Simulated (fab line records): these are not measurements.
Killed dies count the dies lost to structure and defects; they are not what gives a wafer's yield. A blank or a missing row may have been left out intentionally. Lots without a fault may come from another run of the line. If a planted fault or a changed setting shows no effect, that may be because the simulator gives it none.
fab line records	flow n5-finfet	part 2 of 2: steps 5 to 6 of 6
record: lots: 21	wafers: 63	last-day: 17
route steps=1938 shown BEOL_M0_SAQP@692 BEOL_M0@740 BEOL_M1@769
lots that met no fault: from a run of the same line without faults
start-h: hours from the record's first day to the start of the lot's first wafer shown	wait-h: time in hours since the lot's previous step	" same as the row above	L1.1+2: a row that stands for several wafers	- no value, or no start given	* or withheld: withheld	< > ~ a bound
route shown NAME@n: a module of which the file shows steps, and the number in the route of the first	usual: mean/standard deviation taken from wafers without a fault	same: alike in all rows	chamber/n: place in a boat	sites: per-site readings	_std_site: standard deviation of those values	_edge_site: the outer-site mean with the inner-site mean subtracted	radius-mm: for every site, how far away it sits from the centre of the wafer	mask NAME#n: copy n	behind: the last tool/chamber to shape the wafer	hold: cause of the lot's hold/its duration in hours/its outcome	device: transistor that didn't switch, given as n, p or np	end of line: the route-end tests of the same wafers	step lacking rows: just its recipe	killed: not the wafer's yield, but the dies lost to structure and defects at the first sort	map: the dies of a wafer, with x for killed, . for not killed, _ for no die there
set.NAME: the run value of the setting; set.NAME@STEP: its run value at that earlier step	model.NAME: the simulator's own value behind a step, which no gauge read
steps of the route over a sample of lots; a table a step, a row a wafer
services: a tool's chamber out of use, with start hour (start-h, from the record's first day; less than 0 if before it), hours out, and reason
== steps ==
step: N5_BEOL_M1_ETCH_63
recipe: chemistry: CF4	target: SiARC	target-depth-a: 156	mask-material: CAR-EUV	time-s: 26	ion-energy-ev: 80	pressure-mtorr: 40	source-w: 545	bias-w: 36	Ar_flow_sccm: 100	cf4-flow-sccm: 100	ends: cleared
usual: drypump-motor-current-A: 5.8/0.36	etch-rf-on-time-s: 26.0/1.2	oes-product-au: 0.65/0.066	rf-vpp-V: 184.0/1.1	showerhead-plenum-p-Torr: 2.13/0.065	throttle-valve-pct: 15.71/0.22
lot.wafer	tool	chamber	start-h	wait-h	drypump-motor-current-A	etch-rf-on-time-s	oes-product-au	rf-hours-counter-h	rf-vpp-V	showerhead-plenum-p-Torr	throttle-valve-pct
L074.1	rie-diel-03	0	121.65	0.0	5.7	27.9	0.62	168	184.9	2.21	15.61
L074.3	"	1	"	"	6.2	26.2	0.66	150	185.0	2.24	15.97
L074.5	"	0	"	"	5.7	27.9	0.62	-	185.1	2.21	15.62
L075.2	rie-diel-01	0	130.07	0.0	5.7	25.3	0.61	224	184.0	2.12	15.59
L075.4	"	2	"	"	6.3	25.3	0.68	135	184.4	2.07	15.60
L075.6	"	1	"	"	5.5	24.5	0.65	-	184.3	2.15	15.85
L076.2	rie-diel-02	1	134.97	0.0	5.8	25.6	0.83	9	182.3	2.12	15.41
L076.4	"	2	"	"	5.2	25.3	0.61	183	184.4	2.12	15.79
L076.6	"	2	"	"	5.2	25.4	0.61	-	185.2	2.12	15.80
L077.1	rie-diel-01	1	140.54	0.0	5.5	24.9	0.64	175	184.7	2.15	15.85
L077.2	"	0	"	"	5.6	25.1	0.61	227	183.3	2.12	15.61
L077.6	"	1	"	"	5.5	24.8	0.65	-	184.3	2.15	15.87
L078.1	rie-diel-02	0	143.29	0.0	6.3	26.1	0.63	188	184.2	2.15	16.03
L078.4	"	3	"	"	5.3	26.3	0.69	79	185.2	2.14	15.12
L078.6	"	2	"	"	5.1	25.1	0.62	-	182.1	2.12	15.79
L079.1	rie-diel-03	0	148.74	0.0	5.7	28.2	0.60	175	185.3	2.20	15.63
L079.2	"	3	"	"	5.7	24.6	0.65	182	182.9	2.04	15.63
L079.3	"	2	"	"	6.0	24.8	0.60	240	183.2	2.01	15.94
L080.1	rie-diel-01	1	157.88	0.0	5.5	24.8	0.64	180	183.1	2.15	15.86
L080.5	"	3	"	"	5.4	28.0	0.60	-	184.8	2.15	15.73
L080.6	"	2	"	"	6.3	25.5	0.67	-	181.8	2.06	15.62
L081.1	rie-diel-03	1	165.90	0.0	6.2	25.9	0.65	162	185.2	2.23	16.00
L081.5	"	0	"	"	5.7	27.4	0.61	-	185.3	2.20	15.64
L081.6	"	1	"	"	6.2	25.8	0.65	-	185.1	2.23	15.98
L082.1	rie-diel-01	1	170.46	0.0	5.5	24.8	0.64	184	182.7	2.14	15.87
L082.3	"	2	"	"	6.3	25.8	0.65	147	182.1	2.06	15.61
L082.5	"	0	"	"	5.7	25.2	0.61	-	183.6	2.12	15.61
L084.1	rie-diel-03	1	184.59	0.0	6.3	26.2	0.64	169	184.6	2.23	15.98
L084.3	"	0	"	"	5.7	27.5	0.61	186	185.1	2.20	15.68
L084.4	"	3	"	"	5.7	24.7	0.64	-	183.9	2.04	15.64
L086.1	rie-diel-03	2	201.61	0.0	5.9	24.7	0.90	0	184.4	2.26	15.48
L086.3	"	3	"	"	5.8	25.0	0.63	199	184.4	2.04	15.66
L086.5	"	3	"	"	5.8	24.9	0.63	-	182.0	2.04	15.65
L088.3	rie-diel-03	3	204.48	0.0	5.8	25.0	0.63	200	183.4	2.04	15.66
L088.5	"	0	"	"	5.7	28.1	0.59	-	185.0	2.20	15.65
L088.6	"	3	"	"	5.7	24.7	0.63	-	181.7	2.04	15.66
L087.1	rie-diel-01	2	204.65	0.0	6.3	25.8	0.66	158	181.8	2.06	15.64
L087.2	"	3	"	"	5.4	28.1	0.60	176	183.5	2.14	15.77
L087.3	"	1	"	"	5.5	24.8	0.64	195	183.5	2.14	15.89
L089.1	rie-diel-03	2	212.47	0.0	6.0	24.7	0.86	4	186.3	2.26	15.50
L089.2	"	3	"	"	5.7	24.7	0.63	203	182.4	2.04	15.67
L089.5	"	2	"	"	6.0	25.1	0.85	-	186.3	2.26	15.49
L090.2	rie-diel-02	0	215.82	0.0	6.3	26.4	0.61	208	184.0	2.15	16.08
L090.4	"	3	"	"	5.3	26.5	0.68	100	185.0	2.14	15.15
L090.6	"	2	"	"	5.1	25.1	0.60	-	184.1	2.11	15.86
L091.1	rie-diel-01	1	220.78	0.0	5.5	25.4	0.62	202	183.5	2.14	15.89
L091.2	"	3	"	"	5.4	28.4	0.60	183	185.5	2.14	15.76
L091.6	"	1	"	"	5.5	24.9	0.63	-	182.6	2.14	15.89
L092.1	rie-diel-01	1	228.01	0.0	5.4	24.7	0.62	206	183.3	2.14	15.91
L092.2	"	2	"	"	6.3	25.7	0.65	169	182.8	2.05	15.65
L092.3	"	3	"	"	5.4	28.2	0.59	186	184.0	2.14	15.77
L093.1	rie-diel-01	2	240.70	0.0	6.3	25.9	0.64	174	182.6	2.05	15.65
L093.2	"	3	"	"	5.4	28.5	0.58	191	184.6	2.14	15.78
L093.3	"	1	"	"	5.5	25.1	0.61	211	183.9	2.14	15.92
L094.2	rie-diel-01	3	242.16	0.0	5.4	28.3	0.59	192	183.6	2.14	15.80
L094.3	"	2	"	"	6.3	25.7	0.64	175	182.8	2.05	15.66
L094.5	"	1	"	"	5.5	25.3	0.62	-	183.0	2.14	15.91
L096.2	rie-diel-03	2	264.00	0.0	6.0	25.0	0.83	14	185.2	2.25	15.51
L096.3	"	0	"	"	5.7	28.2	0.59	207	185.4	2.19	15.69
L096.6	"	1	"	"	6.3	26.3	0.63	-	185.6	2.22	16.03
L097.1	rie-diel-01	1	266.40	0.0	5.5	25.2	0.61	220	183.6	2.13	15.91
L097.3	"	3	"	"	5.4	28.8	0.58	199	184.8	2.14	15.80
L097.6	"	1	"	"	5.4	25.3	0.61	-	184.9	2.13	15.95
step: N5_BEOL_M1_STRIP_66
recipe: chemistry: CF4	resist: SiARC	power-w: 300	bias-power-w: 75	pressure-mtorr: 50	cf4-flow-sccm: 150	rf-frequency-hz: 6e+07
usual: drypump-motor-current-A: 5.8/0.36	oes-product-au: 0.75/0.07	rf-vpp-V: 270.9/1.4	showerhead-plenum-p-Torr: 1.79/0.052	throttle-valve-pct: 13.70/0.21
lot.wafer	tool	chamber	start-h	wait-h	drypump-motor-current-A	oes-product-au	rf-hours-counter-h	rf-vpp-V	showerhead-plenum-p-Torr	throttle-valve-pct
L074.1	rie-diel-03	0	121.81	0.0	5.7	0.74	168	272.3	1.85	13.64
L074.3	"	1	"	"	6.3	0.77	150	273.4	1.87	13.89
L074.5	"	0	"	"	5.7	0.74	-	272.5	1.85	13.65
L075.2	rie-diel-01	0	130.22	0.0	5.6	0.69	224	269.6	1.78	13.63
L075.4	"	2	"	"	6.3	0.77	136	268.9	1.75	13.64
L075.6	"	1	"	"	5.5	0.73	-	271.9	1.78	13.74
L076.2	rie-diel-02	1	135.13	0.0	5.7	0.95	9	270.3	1.79	13.38
L076.4	"	2	"	"	5.1	0.70	183	270.8	1.77	13.79
L076.6	"	2	"	"	5.1	0.69	-	272.2	1.77	13.82
L077.1	rie-diel-01	1	140.69	0.0	5.5	0.72	175	270.8	1.78	13.75
L077.2	"	0	"	"	5.7	0.69	227	271.1	1.78	13.63
L077.6	"	1	"	"	5.4	0.73	-	272.3	1.78	13.79
L078.1	rie-diel-02	0	143.45	0.0	6.3	0.72	188	270.5	1.80	13.98
L078.4	"	3	"	"	5.3	0.81	79	272.0	1.78	13.06
L078.6	"	2	"	"	5.1	0.69	-	270.8	1.77	13.82
L079.1	rie-diel-03	0	148.90	0.0	5.7	0.74	175	273.6	1.85	13.64
L079.2	"	3	"	"	5.8	0.73	182	269.9	1.71	13.63
L079.3	"	2	"	"	6.0	0.68	240	267.8	1.68	13.94
L080.1	rie-diel-01	1	158.03	0.0	5.5	0.72	180	270.1	1.78	13.77
L080.5	"	3	"	"	5.4	0.73	-	271.2	1.80	13.71
L080.6	"	2	"	"	6.2	0.77	-	268.9	1.75	13.67
L081.1	rie-diel-03	1	166.05	0.0	6.2	0.76	162	271.6	1.87	13.94
L081.5	"	0	"	"	5.7	0.73	-	272.6	1.85	13.66
L081.6	"	1	"	"	6.3	0.76	-	272.4	1.87	13.94
L082.1	rie-diel-01	1	170.62	0.0	5.5	0.72	184	271.8	1.78	13.78
L082.3	"	2	"	"	6.3	0.77	147	269.5	1.75	13.66
L082.5	"	0	"	"	5.7	0.68	-	269.5	1.78	13.68
L084.1	rie-diel-03	1	184.74	0.0	6.2	0.75	169	271.7	1.87	13.95
L084.3	"	0	"	"	5.7	0.73	186	272.3	1.85	13.67
L084.4	"	3	"	"	5.7	0.72	-	268.8	1.71	13.66
L086.1	rie-diel-03	2	201.77	0.0	6.0	1.00	0	272.7	1.89	13.42
L086.3	"	3	"	"	5.7	0.71	199	269.0	1.71	13.68
L086.5	"	3	"	"	5.7	0.71	-	269.6	1.71	13.67
L088.3	rie-diel-03	3	204.63	0.0	5.7	0.71	200	270.9	1.71	13.67
L088.5	"	0	"	"	5.7	0.72	-	271.8	1.84	13.70
L088.6	"	3	"	"	5.7	0.71	-	269.8	1.71	13.67
L087.1	rie-diel-01	2	204.80	0.0	6.3	0.75	158	268.1	1.74	13.69
L087.2	"	3	"	"	5.4	0.73	176	270.3	1.79	13.72
L087.3	"	1	"	"	5.5	0.72	196	270.4	1.78	13.81
L089.1	rie-diel-03	2	212.62	0.0	6.0	0.97	4	272.6	1.89	13.42
L089.2	"	3	"	"	5.7	0.70	203	269.2	1.71	13.68
L089.5	"	2	"	"	6.0	0.96	-	272.2	1.89	13.40
L090.2	rie-diel-02	0	215.98	0.0	6.3	0.72	208	270.6	1.79	14.04
L090.4	"	3	"	"	5.3	0.79	100	269.0	1.77	13.10
L090.6	"	2	"	"	5.1	0.69	-	270.6	1.77	13.85
L091.1	rie-diel-01	1	220.94	0.0	5.5	0.71	203	270.0	1.77	13.83
L091.2	"	3	"	"	5.4	0.72	183	271.1	1.79	13.74
L091.6	"	1	"	"	5.5	0.70	-	272.7	1.77	13.81
L092.1	rie-diel-01	1	228.16	0.0	5.5	0.71	206	270.5	1.77	13.84
L092.2	"	2	"	"	6.2	0.74	169	269.3	1.74	13.71
L092.3	"	3	"	"	5.4	0.72	186	272.0	1.79	13.75
L093.1	rie-diel-01	2	240.86	0.0	6.2	0.75	174	270.5	1.74	13.73
L093.2	"	3	"	"	5.4	0.72	192	269.9	1.79	13.78
L093.3	"	1	"	"	5.5	0.71	211	268.3	1.77	13.83
L094.2	rie-diel-01	3	242.32	0.0	5.4	0.72	193	271.0	1.79	13.75
L094.3	"	2	"	"	6.3	0.74	175	269.5	1.74	13.73
L094.5	"	1	"	"	5.5	0.71	-	271.0	1.77	13.84
L096.2	rie-diel-03	2	264.16	0.0	6.0	0.94	14	272.6	1.88	13.45
L096.3	"	0	"	"	5.7	0.71	207	272.1	1.84	13.73
L096.6	"	1	"	"	6.2	0.73	-	273.1	1.86	13.99
L097.1	rie-diel-01	1	266.56	0.0	5.4	0.69	220	270.7	1.77	13.86
L097.3	"	3	"	"	5.4	0.71	199	269.6	1.79	13.80
L097.6	"	1	"	"	5.5	0.70	-	271.9	1.77	13.86
== services ==
tool	chamber	start-h	hours	kind
pvd-sputter-02	-	88.47	0.6	repair
rie-diel-01	2	96.68	7.6	repair
pvd-sputter-02	-	121.61	1.8	repair
rie-diel-01	0	137.19	2.4	repair
rie-diel-01	3	176.74	8.3	repair
rie-diel-03	2	181.29	-	clean
rie-diel-03	2	181.29	-	consumable-replace:focus-ring
rie-diel-03	2	181.29	-	consumable-replace:showerhead
rie-diel-03	2	181.29	19.7	scheduled-down
rie-diel-03	2	181.29	19.7	vent-cycle
rtp-anneal-02	-	197.54	3.0	pm
rie-diel-03	-	234.90	15.6	pm
pvd-sputter-01	-	252.79	1.5	repair
